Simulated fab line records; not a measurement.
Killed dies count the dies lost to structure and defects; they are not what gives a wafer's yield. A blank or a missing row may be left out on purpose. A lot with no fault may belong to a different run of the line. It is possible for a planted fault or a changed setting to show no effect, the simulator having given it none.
fab line records    flow n5_finfet
record lots=8  wafers=23  last_day=17
route steps=1938 shown BEOL_M0_SAQP@692 BEOL_M0_CUTY@710 BEOL_M0@717 BEOL_M4@1111 PASSIVATION@1936
lots untouched by any fault: they come from a run of this same line in which no faults occurred
start_h: hours from the record's opening day to when the first of the lot's shown wafers began    wait_h: time in hours since the lot's previous step    " the same as in the row above    L1.1+2: a single row standing in for several wafers    - value missing, or start not given    * or withheld: withheld    < > ~ a bound
route shown NAME@n: names a module that has steps shown in the file, with the first one's number in the route    usual: mean/standard deviation of fault-free wafers    same: alike in all rows    chamber/n: place in a boat    sites: per-site readings    _std_site: standard deviation across them    _edge_site: the outer-site mean with the inner-site mean subtracted    radius_mm: for every site, how far away it sits from the centre of the wafer    mask NAME#n: copy n    behind: the tool/chamber that last shaped the wafer    hold: reason for holding the lot/hours on hold/outcome of the hold    device: names the non-switching transistor (n, p or np)    end of line: tests of these same wafers at the route's end    where a step has no rows: the recipe by itself    killed: not the wafer's yield, but the dies lost to structure and defects at the first sort    map: a wafer's dies, marking killed ones x, the rest . and places with no die _
set.NAME: the setting that was run; set.NAME@STEP: the one run at that earlier step    model.NAME: the simulator's own value behind a step, which no gauge read
one table for each step of the route and one row for each wafer, over a sample of lots
services: a tool's chamber out of use, with start hour (start_h, from the record's first day; less than 0 if before it), hours out, and reason
## steps
# step N5_BEOL_M0_SAQP_DESCUM_45
# recipe chemistry=O2  time_s=7  source_power_w=50  bias_power_w=20  pressure_mtorr=20  rf_frequency_hz=2.712e+07  temp_c=40  resist=CAR-EUV  o2_flow_sccm=225
# usual chamber_pressure_mTorr=20.001/0.019  drypump_motor_current_A=5.9/0.36  oes_product_au=0.75/0.068  rf_vpp_V=243.6/1.3  showerhead_plenum_p_Torr=2.13/0.065  throttle_valve_pct=20.62/0.25
lot.wafer  tool         chamber  start_h  wait_h  chamber_pressure_mTorr  drypump_motor_current_A  oes_product_au  rf_hours_counter_h  rf_vpp_V  showerhead_plenum_p_Torr  throttle_valve_pct
L893.1     rie_diel-02  2        118.47   0.0     19.954                  6.0                      0.76            157                 246.1     2.19                      20.57
L893.3     "            1        "        "       20.009                  5.7                      0.73            171                 239.5     2.03                      20.79
L893.5     "            2        "        "       20.001                  6.0                      0.76            -                   244.3     2.19                      20.56
L899.2     rie_diel-02  1        155.91   0.0     19.998                  5.7                      0.73            182                 241.6     2.02                      20.82
L899.3     "            3        "        "       20.009                  5.7                      0.71            202                 242.6     2.08                      21.01
L899.5     "            0        "        "       20.005                  5.9                      0.69            -                   243.7     2.18                      20.87
L902.2     rie_diel-02  0        171.14   0.0     20.007                  5.9                      0.68            240                 243.5     2.17                      20.86
L902.3     "            2        "        "       20.007                  6.0                      0.76            174                 244.6     2.18                      20.59
L902.5     "            2        "        "       20.022                  6.0                      0.75            -                   244.1     2.18                      20.59
L903.3     rie_diel-02  0        178.62   0.2     19.985                  6.0                      0.69            243                 244.2     2.17                      20.88
L903.4     "            2        "        "       19.984                  6.0                      0.75            176                 243.8     2.18                      20.60
L903.6     "            3        "        "       20.013                  5.7                      0.70            -                   243.5     2.08                      21.04
L906.1     rie_diel-03  1        195.58   0.0     20.002                  5.7                      0.74            175                 245.1     2.09                      20.86
L906.3     "            2        "        "       20.011                  6.4                      0.73            171                 242.9     2.09                      20.47
L906.5     "            1        "        "       19.976                  5.7                      0.73            -                   243.9     2.09                      20.84
L911.2     rie_diel-01  2        242.43   0.0     19.999                  5.4                      0.82            88                  243.5     2.11                      20.68
L911.4     "            1        "        "       19.984                  5.7                      0.92            -                   242.2     2.08                      20.16
L911.5     "            2        "        "       19.999                  5.4                      0.82            -                   243.2     2.11                      20.67
L914.1     rie_diel-02  1        246.80   0.0     19.990                  5.7                      0.70            213                 241.1     2.01                      20.87
L914.3     "            2        "        "       19.976                  6.0                      0.73            199                 246.2     2.17                      20.63
L914.4     "            0        "        "       20.036                  5.9                      0.95            8                   244.3     2.17                      20.29
L915.5     rie_diel-02  2        254.89   0.0     19.953                  6.0                      0.73            -                   244.3     2.17                      20.63
L915.6     "            3        "        "       20.005                  5.7                      0.68            -                   244.2     2.07                      21.06
# step N5_BEOL_M0_SAQP_CUT_ETCH_46
# recipe chemistry=N2/H2  target=SOC  target_depth_a=1350  overetch_a=270  temp_c=40  time_s=202.5  ion_energy_ev=200  mask_material=SiARC  pressure_mtorr=30  source_w=840  bias_w=150  n2_flow_sccm=200  h2_flow_sccm=200
# usual chamber_pressure_mTorr=30.002/0.028  drypump_motor_current_A=5.9/0.37  rf_vpp_V=524.6/2.3  showerhead_plenum_p_Torr=2.57/0.084  throttle_valve_pct=17.97/0.29
lot.wafer  tool         chamber  start_h  wait_h  chamber_pressure_mTorr  drypump_motor_current_A  rf_hours_counter_h  rf_vpp_V  showerhead_plenum_p_Torr  throttle_valve_pct
L893.1     rie_diel-02  2        118.56   0.0     29.961                  6.0                      157                 526.2     2.66                      18.08
L893.3     "            1        "        "       29.965                  5.7                      171                 520.9     2.42                      18.08
L893.5     "            2        "        "       29.995                  6.0                      -                   527.6     2.66                      18.09
L899.2     rie_diel-02  1        155.99   0.0     30.002                  5.7                      182                 519.3     2.42                      18.10
L899.3     "            3        "        "       30.037                  5.7                      202                 523.4     2.51                      18.35
L899.5     "            0        "        "       29.978                  6.0                      -                   525.2     2.63                      18.18
L902.2     rie_diel-02  0        171.23   0.0     30.019                  6.0                      241                 525.3     2.63                      18.17
L902.3     "            2        "        "       30.003                  6.0                      174                 527.1     2.65                      18.10
L902.5     "            2        "        "       29.959                  6.0                      -                   526.3     2.65                      18.11
L903.3     rie_diel-02  0        178.71   0.0     30.003                  6.0                      243                 526.9     2.63                      18.18
L903.4     "            2        "        "       29.988                  6.0                      176                 526.2     2.65                      18.09
L903.6     "            3        "        "       30.035                  5.8                      -                   522.6     2.51                      18.38
L906.1     rie_diel-03  1        195.66   0.0     29.984                  5.7                      175                 522.0     2.52                      18.10
L906.3     "            2        "        "       30.054                  6.4                      171                 524.4     2.51                      17.63
L906.5     "            1        "        "       30.043                  5.7                      -                   523.2     2.52                      18.08
L911.2     rie_diel-01  2        242.51   0.0     29.928                  5.4                      88                  524.8     2.58                      18.33
L911.4     "            1        "        "       30.035                  5.7                      -                   522.2     2.50                      17.47
L911.5     "            2        "        "       29.939                  5.5                      -                   524.8     2.58                      18.31
L914.1     rie_diel-02  1        246.89   0.0     30.033                  5.7                      213                 519.8     2.41                      18.15
L914.3     "            2        "        "       29.975                  6.0                      199                 525.6     2.64                      18.14
L914.4     "            0        "        "       29.998                  6.0                      8                   524.8     2.62                      17.63
L915.5     rie_diel-02  2        255.04   0.1     30.016                  6.0                      -                   526.8     2.64                      18.15
L915.6     "            3        "        "       30.000                  5.8                      -                   522.3     2.50                      18.42
# step N5_BEOL_M0_SAQP_ETCH_49
# recipe chemistry=CF4/O2  target_depth_a=370  target=SiO2  pressure_mtorr=40  source_w=535  bias_w=49  Ar_flow_sccm=100  cf4_flow_sccm=100  O2_flow_sccm=10  ion_energy_ev=100
# usual chamber_pressure_mTorr=40.00/0.039  drypump_motor_current_A=5.9/0.37  oes_product_au=0.76/0.08  rf_vpp_V=240/8.4  showerhead_plenum_p_Torr=2.23/0.064  throttle_valve_pct=15.92/0.27
lot.wafer  tool         chamber  start_h  wait_h  chamber_pressure_mTorr  drypump_motor_current_A  oes_product_au  rf_hours_counter_h  rf_vpp_V  showerhead_plenum_p_Torr  throttle_valve_pct
L893.1     rie_diel-03  3        119.28   0.3     39.96                   6.6                      0.93            16                  243       2.33                      15.55
L893.3     "            2        "        "       40.03                   6.4                      0.75            149                 245       2.21                      15.86
L893.5     "            0        "        "       40.04                   6.1                      0.77            -                   233       2.29                      15.71
L899.2     rie_diel-03  2        156.72   0.3     39.98                   6.4                      0.74            160                 245       2.21                      15.90
L899.3     "            1        "        "       40.00                   5.7                      0.73            165                 236       2.19                      16.09
L899.5     "            2        "        "       40.05                   6.4                      0.73            -                   245       2.21                      15.89
L902.2     rie_diel-02  0        171.95   0.3     39.96                   5.9                      0.70            241                 252       2.23                      15.94
L902.3     "            2        "        "       40.03                   6.0                      0.76            174                 240       2.29                      15.98
L902.5     "            0        "        "       39.96                   5.9                      0.69            -                   251       2.23                      15.95
L903.3     rie_diel-03  0        179.44   0.3     39.92                   6.1                      0.75            161                 234       2.28                      15.73
L903.4     "            2        "        "       39.95                   6.4                      0.73            167                 244       2.21                      15.91
L903.6     "            3        "        "       40.01                   6.6                      0.89            -                   244       2.33                      15.59
L906.1     rie_diel-02  2        196.52   0.4     39.97                   6.0                      0.75            182                 239       2.29                      15.98
L906.3     "            3        "        "       40.00                   5.8                      0.70            214                 251       2.17                      16.28
L906.5     "            3        "        "       40.04                   5.8                      0.69            -                   253       2.17                      16.27
L911.2     rie_diel-01  0        243.24   0.3     39.99                   5.1                      0.72            199                 235       2.29                      15.90
L911.4     "            0        "        "       40.03                   5.1                      0.72            -                   235       2.29                      15.91
L911.5     "            1        "        "       39.99                   5.7                      0.94            -                   223       2.15                      15.30
L914.1     rie_diel-01  1        247.61   0.3     40.04                   5.6                      0.93            14                  223       2.15                      15.27
L914.3     "            0        "        "       39.97                   5.1                      0.72            201                 235       2.28                      15.91
L914.4     "            1        "        "       39.97                   5.6                      0.93            -                   223       2.15                      15.29
L915.5     rie_diel-02  0        255.86   0.2     40.03                   5.9                      0.93            -                   252       2.22                      15.42
L915.6     "            3        "        "       39.98                   5.8                      0.68            -                   250       2.16                      16.31
# step N5_BEOL_M0_CUTY_INSPECT_59
# recipe mode=adi  inspect_instrument=macro
# usual raw_defect_count=2.2/1.4
lot.wafer  tool               chamber  start_h  wait_h  raw_defect_count
L893.1     defect_inspect-01  -        119.71   0.0     4
L893.3     "                  -        "        "       3
L893.5     "                  -        "        "       2
L899.2     defect_inspect-02  -        157.27   0.0     1
L899.3     "                  -        "        "       1
L899.5     "                  -        "        "       8
L902.2     defect_inspect-02  -        172.38   0.0     9
L902.3     "                  -        "        "       4
L902.5     "                  -        "        "       3
L903.3     defect_inspect-01  -        179.99   0.0     9
L903.4     "                  -        "        "       3
L903.6     "                  -        "        "       2
L906.1     defect_inspect-01  -        196.95   0.0     5
L906.3     "                  -        "        "       1
L906.5     "                  -        "        "       2
L911.2     defect_inspect-01  -        243.78   0.0     3
L911.4     "                  -        "        "       2
L911.5     "                  -        "        "       2
L914.1     defect_inspect-01  -        248.16   0.0     0
L914.3     "                  -        "        "       3
L914.4     "                  -        "        "       4
L915.5     defect_inspect-02  -        256.24   0.0     5
L915.6     "                  -        "        "       0
# step N5_BEOL_M0_STRIP_140
# recipe chemistry=CF4  resist=SiARC  power_w=300  bias_power_w=75  pressure_mtorr=50  cf4_flow_sccm=150  rf_frequency_hz=6e+07
# usual chamber_pressure_mTorr=50.00/0.058  drypump_motor_current_A=5.7/0.59  oes_product_au=0.78/0.085  rf_vpp_V=271.5/1.6  showerhead_plenum_p_Torr=1.82/0.06  throttle_valve_pct=13.66/0.27
lot.wafer  tool         chamber  start_h  wait_h  chamber_pressure_mTorr  drypump_motor_current_A  oes_product_au  rf_hours_counter_h  rf_vpp_V  showerhead_plenum_p_Torr  throttle_valve_pct
L893.1     rie_diel-04  1        121.77   0.3     50.02                   5.9                      0.70            214                 272.5     1.84                      14.14
L893.3     "            3        "        "       49.97                   6.2                      0.78            102                 271.1     1.73                      13.73
L893.5     "            0        "        "       49.97                   6.7                      0.74            -                   272.3     1.87                      13.65
L899.2     rie_diel-04  0        160.22   0.1     50.06                   6.6                      0.73            175                 272.1     1.87                      13.68
L899.3     "            1        "        "       49.89                   5.9                      0.69            228                 272.6     1.84                      14.17
L899.5     "            0        "        "       49.97                   6.6                      0.74            -                   273.0     1.87                      13.69
L902.2     rie_diel-06  3        173.76   0.2     50.01                   5.9                      0.79            94                  274.4     1.81                      13.55
L902.3     "            0        "        "       49.94                   6.2                      0.69            242                 269.7     1.77                      14.09
L902.5     "            0        "        "       49.91                   6.2                      0.67            -                   271.7     1.77                      14.05
L903.3     rie_diel-06  0        181.88   0.1     49.98                   6.2                      0.69            244                 270.2     1.77                      14.07
L903.4     "            3        "        "       49.94                   5.9                      0.79            97                  271.7     1.81                      13.57
L903.6     "            1        "        "       49.96                   4.8                      0.70            -                   270.3     1.78                      13.84
L906.1     rie_diel-06  2        199.54   0.4     50.04                   5.1                      0.78            97                  272.6     1.91                      13.49
L906.3     "            1        "        "       50.05                   4.8                      0.70            215                 270.3     1.78                      13.83
L906.5     "            2        "        "       50.00                   5.1                      0.77            -                   273.9     1.91                      13.47
L911.2     rie_diel-06  3        244.56   0.3     49.97                   5.9                      0.78            121                 271.0     1.80                      13.63
L911.4     "            1        "        "       49.94                   4.8                      0.68            232                 270.3     1.77                      13.89
L911.5     "            3        "        "       49.97                   5.9                      0.76            -                   271.9     1.80                      13.61
L914.1     rie_diel-06  3        249.34   0.1     50.10                   5.9                      0.76            123                 270.2     1.80                      13.60
L914.3     "            2        "        "       49.97                   5.1                      0.76            115                 274.3     1.91                      13.52
L914.4     "            1        "        "       49.87                   4.8                      0.69            234                 272.5     1.77                      13.89
L915.5     rie_diel-05  0        259.38   0.0     50.05                   4.8                      0.92            -                   274.7     1.89                      13.37
L915.6     "            1        "        "       50.10                   5.3                      0.88            -                   275.5     1.89                      13.52
# step N5_BEOL_M4_RC_MEAS_101
# usual DIBL_N=36.8/2.2  DIBL_P=37.0/2.8  IOFF_N=0.18/0.043  IOFF_P=0.23/0.05  ION_N=680/14  ION_P=466/9.1  SS_N=71.7/0.74  SS_P=73.5/0.79  VT_N=248/4  VT_P=-249/4.1
lot.wafer  tool       chamber  start_h  wait_h  DIBL_N[mV/V]  DIBL_P[mV/V]  IOFF_N[nA/um]  IOFF_P[nA/um]  ION_N[uA/um]  ION_P[uA/um]  SS_N[mV/dec]  SS_P[mV/dec]  VT_N[mV]  VT_P[mV]
L893.1     prober-02  0        177.57   0.0     37.8          36.7          0.16           0.19           666           450           71.9          73.9          249       -254
L893.3     "          0        "        "       34.9          33.9          0.13           0.17           677           462           69.7          73.0          252       -255
L893.5     "          0        "        "       38.9          38.6          0.19           0.23           688           463           71.8          73.7          248       -251
L899.2     prober-02  0        203.49   0.2     37.2          36.0          0.17           0.22           678           465           72.8          73.9          248       -248
L899.3     "          0        "        "       34.5          33.0          0.13           0.18           658           457           71.3          72.6          250       -250
L899.5     "          0        "        "       38.6          38.7          0.20           0.26           677           469           72.6          73.6          246       -246
L902.2     prober-02  0        230.72   0.2     40.1          39.8          0.20           0.30           671           470           72.0          74.3          249       -244
L902.3     "          0        "        "       38.5          38.5          0.19           0.28           681           477           71.6          73.3          246       -243
L902.5     "          0        "        "       42.5          42.6          0.27           0.36           700           479           73.1          74.9          244       -242
L903.3     prober-02  0        232.91   0.3     34.7          34.0          0.14           0.24           676           480           70.9          73.9          251       -245
L903.4     "          0        "        "       41.5          41.0          0.31           0.40           701           489           72.6          74.7          239       -237
L903.6     "          0        "        "       35.7          35.2          0.15           0.25           664           473           70.8          72.8          253       -245
L906.1     prober-02  0        254.04   0.0     39.4          41.1          0.25           0.29           703           478           72.8          74.9          243       -244
L906.3     "          0        "        "       34.7          32.9          0.14           0.15           672           454           71.4          72.9          250       -255
L906.5     "          0        "        "       35.5          35.6          0.15           0.20           670           461           71.3          72.9          250       -252
L911.2     prober-01  0        284.66   0.2     33.8          32.3          0.13           0.18           664           461           71.4          72.0          253       -252
L911.4     "          0        "        "       36.8          36.9          0.18           0.25           682           468           71.5          72.8          247       -249
L911.5     "          0        "        "       38.4          38.7          0.23           0.27           700           479           71.8          73.7          242       -248
L914.1     prober-01  0        298.57   0.0     33.4          34.3          0.12           0.17           671           460           70.6          73.1          256       -255
L914.3     "          0        "        "       37.3          39.2          0.20           0.25           687           468           71.6          73.7          246       -250
L914.4     "          0        "        "       35.5          37.2          0.15           0.22           670           466           71.4          73.1          251       -250
L915.5     prober-02  0        299.52   0.6     36.7          37.9          0.20           0.26           686           474           72.2          73.6          243       -244
L915.6     "          0        "        "       37.7          40.2          0.22           0.31           701           487           72.3          74.8          242       -241
# step N5_PASSIVATION_PROBE_49
# usual defect_limited_yield=91.4/1.5  killed_at_M0_to_M3=36/11  killed_at_M4_up=14/6  killed_at_contacts=11/6  killed_at_front_end=37/11  killed_at_other=4/3.4  killed_dies=102/18  killed_open=66/13  killed_short=34/7.8  sort_bin_4_leakage=0.00/0.017  sort_bin_5_function=5.0/0.97  sort_bin_6_memory=3.2/0.7  sort_bin_8_speed=0.0/0.38  sort_n_pass=1078/19  sort_yield_pct=91.3/1.6
# same gross_dies=1180  killed_at_back_side=0
lot.wafer  tool       chamber  start_h  wait_h  defect_limited_yield[%]  killed_at_M0_to_M3  killed_at_M4_up  killed_at_contacts  killed_at_front_end  killed_at_other  killed_dies  killed_open  killed_short  sort_bin_4_leakage[%]  sort_bin_5_function[%]  sort_bin_6_memory[%]  sort_bin_8_speed[%]  sort_n_pass  sort_yield_pct[%]
L893.1     prober-01  -        286.92   0.0     92.9                     28                  16               5                   34                   1                84           57           24            0                      4.3                     2.5                   0                    1096         92.9
L893.3     prober-01  -        287.02   0.1     93.4                     22                  6                8                   34                   8                78           42           34            0                      3.3                     2.8                   0                    1102         93.4
L893.5     prober-01  -        287.12   0.2     92.7                     27                  14               12                  31                   2                86           57           26            0                      4.2                     2.9                   0                    1094         92.7
L899.2     prober-01  -        306.32   0.1     90.9                     41                  20               20                  26                   0                107          76           30            0                      6.0                     2.8                   0                    1073         90.9
L899.3     prober-01  -        306.37   0.1     91.6                     38                  28               5                   26                   2                99           76           19            0                      5.3                     2.9                   0                    1081         91.6
L899.5     prober-01  -        306.47   0.2     92.6                     30                  9                14                  31                   3                87           56           23            0                      4.6                     2.5                   0                    1093         92.6
L902.2     prober-01  -        332.22   0.1     87.5                     83                  12               9                   44                   0                148          94           47            0                      7.9                     4.6                   0                    1032         87.5
L902.3     prober-01  -        332.27   0.1     90.8                     33                  14               8                   45                   8                108          74           28            0                      5.3                     3.3                   0                    1072         90.8
L902.5     prober-01  -        332.37   0.2     88.6                     40                  4                4                   77                   9                134          95           39            0.08                   6.3                     4.7                   0                    1045         88.6
L903.3     prober-02  -        343.39   0.1     92.5                     37                  10               7                   31                   4                89           51           28            0                      3.9                     3.5                   0                    1091         92.5
L903.4     prober-02  -        343.44   0.2     93.6                     25                  6                9                   34                   1                75           47           28            0.08                   3.4                     2.7                   0                    1104         93.6
L903.6     prober-02  -        343.54   0.3     93.3                     33                  13               9                   22                   2                79           47           24            0                      4.1                     2.5                   0                    1101         93.3
L906.1     prober-02  -        359.21   0.5     90.0                     48                  24               26                  20                   0                118          87           31            0                      5.9                     3.7                   0                    1062         90.0
L906.3     prober-02  -        359.31   0.6     90.6                     22                  36               6                   43                   4                111          71           39            0                      5.3                     3.8                   0                    1069         90.6
L906.5     prober-02  -        359.41   0.7     91.5                     30                  25               8                   36                   1                100          64           35            0                      5.7                     2.5                   0                    1080         91.5
L911.2     prober-02  -        390.76   0.1     93.1                     15                  9                4                   43                   10               81           37           28            0                      3.7                     2.2                   0                    1099         93.1
L911.4     prober-02  -        390.86   0.2     95.1                     16                  10               3                   26                   3                58           34           24            0                      3.1                     1.7                   0                    1122         95.1
L911.5     prober-02  -        390.91   0.2     93.2                     28                  10               10                  27                   5                80           45           33            0                      3.9                     2.7                   0                    1100         93.2
L914.1     prober-02  -        400.07   0.0     92.3                     20                  14               12                  43                   2                91           57           33            0                      4.7                     2.5                   0                    1089         92.3
L914.3     prober-02  -        400.17   0.1     90.3                     43                  19               9                   42                   2                115          66           42            0                      6.2                     3.1                   0.1                  1065         90.3
L914.4     prober-02  -        400.22   0.2     92.5                     22                  11               22                  28                   5                88           57           27            0                      4.0                     2.9                   0                    1092         92.5
L915.5     prober-01  -        401.26   0.2     91.3                     39                  15               3                   45                   1                103          62           40            0                      5.4                     3.1                   0                    1077         91.3
L915.6     prober-01  -        401.31   0.3     89.4                     64                  8                7                   46                   0                125          72           51            0                      5.8                     4.2                   0                    1055         89.4
# killed by level:class
L893.1 BEOL_M0_SAQP:geometric_particle:open=8 BEOL_M3:geometric_particle:open=7 FIN_SAQP:geometric_particle:short=6 STI_FIN_REVEAL:geometric_particle:open=6 MOL_CONTACT_COAG:geometric_particle:open=5 BEOL_M2:geometric_particle:open=5 FIN_SAQP:geometric_particle:open=4 DUMMY_GATE:geometric_particle:open=4
L893.3 FIN_SAQP:geometric_particle:short=9 FIN_SAQP:geometric_particle:open=6 MOL_CONTACT_COAG:geometric_particle:open=6 BEOL_M2:geometric_particle:open=5 BEOL_M3:geometric_particle:open=5 ILD0:geometric_particle:short=4 GATE_CUT:geometric_particle:open=3 GATE_CUT:geometric_particle:short=3
L893.5 MOL_CONTACT_COAG:geometric_particle:open=11 BEOL_M3:geometric_particle:open=9 BEOL_M0_SAQP:geometric_particle:short=7 FIN_SAQP:geometric_particle:short=6 DUMMY_GATE:geometric_particle:open=6 STI_FIN_REVEAL:geometric_particle:open=5 BEOL_M2:geometric_particle:open=4 FIN_SAQP:geometric_particle:open=3
L899.2 MOL_CONTACT_COAG:geometric_particle:open=18 BEOL_M1:geometric_particle:open=10 BEOL_M4:geometric_particle:open=10 BEOL_M2:geometric_particle:open=9 FIN_SAQP:geometric_particle:short=7 BEOL_M1:geometric_particle:short=6 STI_FIN_REVEAL:geometric_particle:open=5 BEOL_M0_SAQP:geometric_particle:short=4
L899.3 BEOL_M4:geometric_particle:open=16 BEOL_M3:geometric_particle:open=12 BEOL_M1:geometric_particle:open=9 BEOL_M0_SAQP:geometric_particle:open=8 DUMMY_GATE:geometric_particle:open=6 BEOL_M5:geometric_particle:open=5 FIN_SAQP:geometric_particle:short=4 MOL_CONTACT_COAG:geometric_particle:open=4
L899.5 MOL_CONTACT_COAG:geometric_particle:open=11 BEOL_M0_SAQP:unspecified=7 BEOL_M3:geometric_particle:open=6 DUMMY_GATE:geometric_particle:open=5 BEOL_M0_SAQP:geometric_particle:open=5 BEOL_M4:geometric_particle:open=5 STI_FIN_REVEAL:geometric_particle:open=4 GATE_CUT:geometric_particle:short=4
L902.2 BEOL_M1:geometric_particle:open=18 BEOL_M2:geometric_particle:open=14 FIN_SAQP:geometric_particle:open=12 BEOL_M0_SAQP:geometric_particle:short=12 FIN_SAQP:geometric_particle:short=10 BEOL_M0_SAQP:geometric_particle:open=10 STI_FIN_REVEAL:geometric_particle:open=9 BEOL_M1:geometric_particle:short=8
L902.3 FIN_SAQP:geometric_particle:open=13 BEOL_M2:geometric_particle:open=10 BEOL_M1:geometric_particle:open=8 BEOL_M4:geometric_particle:open=8 DUMMY_GATE:geometric_particle:open=7 MOL_CONTACT_COAG:geometric_particle:open=6 PASS1_CAP:geometric_particle:short=6 HKMG_FIN:area_etch=5
L902.5 FIN_SAQP:geometric_particle:open=33 BEOL_M1:geometric_particle:open=16 FIN_SAQP:geometric_particle:short=15 BEOL_M2:geometric_particle:open=11 STI_FIN_REVEAL:geometric_particle:open=10 DUMMY_GATE:geometric_particle:open=8 GATE_CUT:geometric_particle:short=6 BEOL_M2:geometric_particle:short=5
L903.3 FIN_SAQP:geometric_particle:open=14 BEOL_M2:geometric_particle:open=10 BEOL_M0_SAQP:unspecified=9 MOL_CONTACT_COAG:geometric_particle:open=6 BEOL_M1:geometric_particle:open=5 BEOL_M1:geometric_particle:short=5 FIN_SAQP:geometric_particle:short=4 SPACER0:geometric_particle:short=3
L903.4 FIN_SAQP:geometric_particle:open=7 BEOL_M0_SAQP:geometric_particle:short=6 MOL_CONTACT_COAG:geometric_particle:open=5 BEOL_M2:geometric_particle:open=5 STI_FIN_REVEAL:geometric_particle:open=4 GATE_CUT:geometric_particle:short=4 GATE_CUT:geometric_particle:open=4 MOL_CONTACT_COAG:geometric_particle:short=4
L903.6 MOL_CONTACT_COAG:geometric_particle:open=6 BEOL_M0_SAQP:geometric_particle:short=6 BEOL_M1:geometric_particle:open=6 BEOL_M2:geometric_particle:open=6 BEOL_M0_SAQP:geometric_particle:open=5 STI_FIN_REVEAL:geometric_particle:open=4 DUMMY_GATE:geometric_particle:open=4 BEOL_M3:geometric_particle:open=4
L906.1 MOL_CONTACT_COAG:geometric_particle:open=24 BEOL_M2:geometric_particle:open=13 BEOL_M0_SAQP:geometric_particle:short=11 BEOL_M0_SAQP:geometric_particle:open=11 BEOL_M4:geometric_particle:open=10 BEOL_M5:geometric_particle:open=7 FIN_SAQP:geometric_particle:open=5 BEOL_M1:geometric_particle:open=5
L906.3 BEOL_M4:geometric_particle:open=14 FIN_SAQP:geometric_particle:short=12 BEOL_M5:geometric_particle:open=8 STI_FIN_REVEAL:geometric_particle:open=7 BEOL_M0_SAQP:geometric_particle:short=7 GATE_CUT:geometric_particle:short=6 BEOL_M0_SAQP:geometric_particle:open=6 FIN_SAQP:geometric_particle:open=5
L906.5 BEOL_M0_SAQP:geometric_particle:open=9 BEOL_M4:geometric_particle:open=9 FIN_SAQP:geometric_particle:open=7 MOL_CONTACT_COAG:geometric_particle:open=7 GATE_CUT:geometric_particle:short=6 FIN_SAQP:geometric_particle:short=5 BEOL_M3:geometric_particle:open=5 BEOL_M2:geometric_particle:open=5
L911.2 FIN_SAQP:geometric_particle:open=9 HKMG_FIN:area_etch=7 ILD0:geometric_particle:short=5 BEOL_M4:geometric_particle:open=5 FIN_SAQP:geometric_particle:short=4 PASSIVATION:area_etch=4 DUMMY_GATE:geometric_particle:open=3 ILD0:geometric_particle:open=3
L911.4 DUMMY_GATE:geometric_particle:open=8 FIN_SAQP:geometric_particle:short=6 BEOL_M1:geometric_particle:short=5 BEOL_M2:geometric_particle:open=5 BEOL_M4:geometric_particle:open=4 FIN_SAQP:geometric_particle:open=3 BEOL_M5:geometric_particle:open=3 GATE_CUT:geometric_particle:short=2
L911.5 DUMMY_GATE:geometric_particle:open=7 MOL_CONTACT_COAG:geometric_particle:open=7 BEOL_M0_SAQP:geometric_particle:short=6 BEOL_M0_SAQP:geometric_particle:open=6 FIN_SAQP:geometric_particle:short=5 BEOL_M1:geometric_particle:open=5 BEOL_M3:geometric_particle:open=4 STARTING-WAFER:geometric_particle:short=4
L914.1 STI_FIN_REVEAL:geometric_particle:open=9 STARTING-WAFER:geometric_particle:short=9 MOL_CONTACT_COAG:geometric_particle:open=8 FIN_SAQP:geometric_particle:open=6 BEOL_M2:geometric_particle:open=5 FIN_SAQP:geometric_particle:short=5 BEOL_M1:geometric_particle:open=5 MOL_CONTACT_COAG:geometric_particle:short=4
L914.3 FIN_SAQP:geometric_particle:short=12 BEOL_M0_SAQP:geometric_particle:short=12 BEOL_M0_SAQP:geometric_particle:open=11 BEOL_M4:geometric_particle:open=8 FIN_SAQP:geometric_particle:open=7 MOL_CONTACT_COAG:geometric_particle:open=7 STARTING-WAFER:geometric_particle:open=6 DUMMY_GATE:geometric_particle:open=5
L914.4 MOL_CONTACT_COAG:geometric_particle:open=18 FIN_SAQP:geometric_particle:open=8 BEOL_M4:geometric_particle:open=7 FIN_SAQP:geometric_particle:short=6 MOL_CONTACT_COAG:geometric_particle:short=4 BEOL_M0_SAQP:geometric_particle:open=4 BEOL_M2:geometric_particle:open=4 BEOL_M0_SAQP:geometric_particle:short=3
L915.5 FIN_SAQP:geometric_particle:short=9 BEOL_M0_SAQP:geometric_particle:short=8 BEOL_M0_SAQP:geometric_particle:open=8 BEOL_M2:geometric_particle:open=8 ILD0:geometric_particle:short=6 STARTING-WAFER:geometric_particle:open=6 FIN_SAQP:geometric_particle:open=5 STI_FIN_REVEAL:geometric_particle:open=5
L915.6 BEOL_M0_SAQP:geometric_particle:short=23 FIN_SAQP:geometric_particle:short=14 BEOL_M0_SAQP:geometric_particle:open=14 FIN_SAQP:geometric_particle:open=9 BEOL_M1:geometric_particle:open=9 DUMMY_GATE:geometric_particle:open=8 BEOL_M2:geometric_particle:open=7 MOL_CONTACT_COAG:geometric_particle:open=6
## services
tool         chamber  start_h  hours  kind
rie_diel-04  0        138.65   5.3    repair
rie_diel-01  0        140.58   7.1    repair
rie_diel-01  -        143.86   3.3    repair
rie_diel-06  0        147.08   5.7    repair
rie_diel-03  1        147.36   3.3    repair
rie_diel-03  -        160.73   0.5    repair
rie_diel-01  1        187.49   -      clean
rie_diel-01  1        187.49   -      consumable_replace:focus_ring
rie_diel-01  1        187.49   23.4   scheduled_down
rie_diel-01  1        187.49   23.4   vent_cycle
rie_diel-06  0        197.25   -      clean
rie_diel-06  0        197.25   -      consumable_replace:focus_ring
rie_diel-06  0        197.25   35.3   scheduled_down
rie_diel-06  0        197.25   35.3   vent_cycle
rie_diel-03  -        198.08   1.1    repair
rie_diel-03  -        199.54   2.6    repair
rie_diel-02  0        201.57   -      clean
rie_diel-02  0        201.57   -      consumable_replace:focus_ring
rie_diel-02  0        201.57   21.2   scheduled_down
rie_diel-02  0        201.57   21.2   vent_cycle
rie_diel-01  3        213.02   48.6   repair
rie_diel-03  0        216.61   2.9    repair
rie_diel-04  1        235.62   8.8    repair
rie_diel-05  3        239.05   115.1  repair
## key
first_sign step=N5_BEOL_M0_CUTY_INSPECT_59  reading=raw_defect_count  direction=up  sigmas=4.7  usual=2.2  struck=8.7
effect none on later readings
met_at N5_BEOL_M0_SAQP_CUT_ETCH_46
struck_lots L899,L902,L903
struck_wafers L899.5,L902.2,L903.3
not_acting_at N5_BEOL_M0_SAQP_DESCUM_45,N5_BEOL_M0_SAQP_ETCH_49,N5_BEOL_M0_STRIP_140
fault kind=chamber_particle_source  tool=rie_diel-02  chamber=0  onset_h=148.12  steps=N5_BEOL_M0_SAQP_CUT_ETCH_46  rate_per_visit_cm2=0.0097645  end_h=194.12
